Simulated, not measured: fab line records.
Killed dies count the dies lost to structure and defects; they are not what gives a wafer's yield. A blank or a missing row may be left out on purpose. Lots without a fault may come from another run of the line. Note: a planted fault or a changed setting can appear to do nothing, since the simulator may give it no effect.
Matching of chambers | flow nandHarc | aldMetal-03 running NHARC_A_BLC_ALD_23: 4 sister chambers
The step deposits TiN, target thk 3 nm, pulse time 1 s, ald cycles 150. 18 wafers are shown with their chamber, then 9 later ones without.

## WAFERS PAIRED WITH THEIR CHAMBERS
wafer  | chamber | heaterPowerW (W) | precursorPulseHeightRel
L076.1 | 1       | 1127             | 0.975
L076.4 | 2       | 1114             | 0.984
L076.6 | 3       | 1008             | 0.980
L078.3 | 2       | 1154             | 0.990
L078.4 | 1       | 1157             | 0.968
L078.6 | 2       | 1151             | 0.974
L080.2 | 0       | 1059             | 0.986
L080.4 | 1       | 1123             | 0.991
L080.6 | 3       | 998              | 0.988
L084.2 | 2       | 1070             | 0.981
L084.3 | 3       | 949              | 1.010
L084.6 | 0       | 1111             | 0.996
L085.4 | 3       | 947              | 0.987
L085.5 | 0       | 1086             | 1.012
L085.6 | 3       | 965              | 1.036
L086.2 | 0       | 1107             | 0.981
L086.5 | 2       | 1062             | 0.990
L086.6 | 0       | 1093             | 0.987

SIGNATURES (means of the wafers above)
reading                 | chamber 0 | chamber 1 | chamber 2 | chamber 3 | scatter within a chamber
heaterPowerW            | 1091.20   | 1135.67   | 1110.20   | 973.40    | 30.6
precursorPulseHeightRel | 0.99240   | 0.97800   | 0.98380   | 1.00020   | 0.015
Rule: for a wafer and a chamber, the distance is found by dividing, reading by reading, the gap between the wafer's reading and the chamber's mean by the reading's scatter, squaring, summing and taking the root. The wafer belongs to the nearest chamber; if the next one is less than 2 further off, it can't be placed. How the scatter is found: for the shown wafers, subtract from each reading the mean of its chamber, square and add these, divide the total by (wafers less chambers), then take the root.

## WAFERS MISSING THEIR CHAMBER
wafer  | heaterPowerW (W) | precursorPulseHeightRel
L090.2 | 1141             | 0.986
L090.3 | 1168             | 0.995
L090.6 | 962              | 0.998
L092.3 | 1130             | 0.982
L092.4 | 1118             | 1.002
L092.5 | 1120             | 1.035
L095.2 | 1093             | 0.993
L095.4 | 1159             | 1.010
L095.5 | 1092             | 0.988

## CHAMBER TAKEN BY EACH
wafer  | from the rows above          | in truth
L090.2 | can't be placed: 1 or 2 or 0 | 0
L090.3 | can't be placed: 1 or 2 or 0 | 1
L090.6 | 3                            | 3
L092.3 | can't be placed: 1 or 2 or 0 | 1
L092.4 | can't be placed: 0 or 2 or 1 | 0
L092.5 | can't be placed: 0 or 2 or 1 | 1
L095.2 | can't be placed: 0 or 2 or 1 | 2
L095.4 | can't be placed: 1 or 2 or 0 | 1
L095.5 | can't be placed: 0 or 2 or 1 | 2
Correctly placed: 1 of 9. Unplaceable from these rows: 8, with the true chamber sitting among the candidates in 8. Number placed wrongly: 0.
